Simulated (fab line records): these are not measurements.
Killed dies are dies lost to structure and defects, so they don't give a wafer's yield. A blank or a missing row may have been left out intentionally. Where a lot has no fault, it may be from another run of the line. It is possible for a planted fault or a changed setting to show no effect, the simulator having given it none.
Problem report, 8D (eight disciplines) form, completed by code ; flow nand_harc ; the parts of the form that need people (team, actions taken, sign-off) are left out

## 1. WHAT IS WRONG
Mean of run_length_s at NHARC_A_STAIRCASE_TRIM_24: 312.0 s across 3 wafers in 2 lots; on wafers with no fault it is 232.6 s (standard deviation 0.44). So: +99 or more standard deviations from the usual mean.
The step: chemistry O2, time 211.2 s.
The first sign was on wafer L440.2 at day 14 09:56, on rie_diel-11. Wafers with a number at this step in the record: 42, from 14 lots. The rule behind "out" and "out of limits": a value lying over 4 standard deviations away from the usual mean. The other wafers with a number count as sound.

## 2. WHAT IT IS, AND WHAT IT ISN'T
question;is;is not
which readings at this step;run_length_s;drypump_motor_current_A, o2_flow_sccm, oes_product_au, rf_vpp_V, throttle_valve_pct
which lots;L440, L443;L427, L428, L429, L431, L432, L433, L434, L437, L441, L447, L448, L450
which wafers of those lots;L440.2, L440.6, L443.2;L440.1, L443.1, L443.6
read on which tools;rie_diel-11;rie_diel-07, rie_diel-13
when;from day 14 09:56;"up to then (28 sound wafers); but 11 sound wafers of L443, L447, L448, L450 came after"

## 3. THE SUSPECTS, EACH WITH WHAT RULES IT OUT
Counting: any tool at a process step up to the reading remains a suspect provided it ran every lot that is out. Sound lots after the first of them don't rule it out here, since some wafers of a struck lot are sound.
- rie_diel-11 at NHARC_A_STAIRCASE_ETCH_15 (etches the open film in C4F8/O2, target depth 100 nm, time 40.5 s): kept. It ran every lot that is out, first L440 (day 14 09:56); its last sound lot up to then is L434 (day 12 05:25). Because NHARC_A_STAIRCASE_ETCH_15 lacks a start for some lots, the hours and order of its lots are taken from NHARC_A_STAIRCASE_TRIM_24.
- rie_diel-11 at NHARC_A_STAIRCASE_TRIM_18 (chemistry O2, time 211.2 s): kept. It ran every lot that is out, first L440 (day 14 09:56); its last sound lot up to then is L434 (day 12 05:25). Because NHARC_A_STAIRCASE_TRIM_18 lacks a start for some lots, the hours and order of its lots are taken from NHARC_A_STAIRCASE_TRIM_24.
- rie_diel-11 at NHARC_A_STAIRCASE_TRIM_24 (chemistry O2, time 211.2 s): kept. It ran every lot that is out, first L440 (day 14 09:56); its last sound lot up to then is L434 (day 12 05:25). Its own run_length_s readings are out on those wafers.
- In rie_diel-11 at NHARC_A_STAIRCASE_TRIM_24, the wafers that are out were processed in chamber 0 and their sound lot-mates in chambers 1, 2.
The count leaves rie_diel-11 at NHARC_A_STAIRCASE_ETCH_15, rie_diel-11 at NHARC_A_STAIRCASE_TRIM_18, and rie_diel-11 at NHARC_A_STAIRCASE_TRIM_24.

## 4. THE CAUSE (what the simulator had put in)
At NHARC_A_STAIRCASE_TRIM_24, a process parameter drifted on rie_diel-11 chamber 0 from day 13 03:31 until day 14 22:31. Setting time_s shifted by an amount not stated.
3 suspects survive the count, and this tool is in that group.

## 5. SEQUENCE OF EFFECTS, ordered by route
Each row: a reading whose mean over the struck wafers that have a number lies more than 3 standard deviations from the usual. Only readings whose record carries a usual standard deviation are examined. hours: median over the lots of the time between each lot's start at the first step of this table that gives one and its start at this step. sigmas: the change, counted in usual standard deviations.
hours;step;reading;usual;on struck wafers;change;sigmas
0;NHARC_A_STAIRCASE_TRIM_24;run_length_s;232.6 s;312.0;+79.4;+99 or more
Process steps it contains:
- NHARC_A_STAIRCASE_TRIM_24: chemistry O2, time 211.2 s.

## 6. HOW IT WOULD HAVE BEEN CAUGHT EARLIER
30 hours passed between the start of the fault at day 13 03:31 and the first reading out of limits in this record, taken at day 14 09:56.
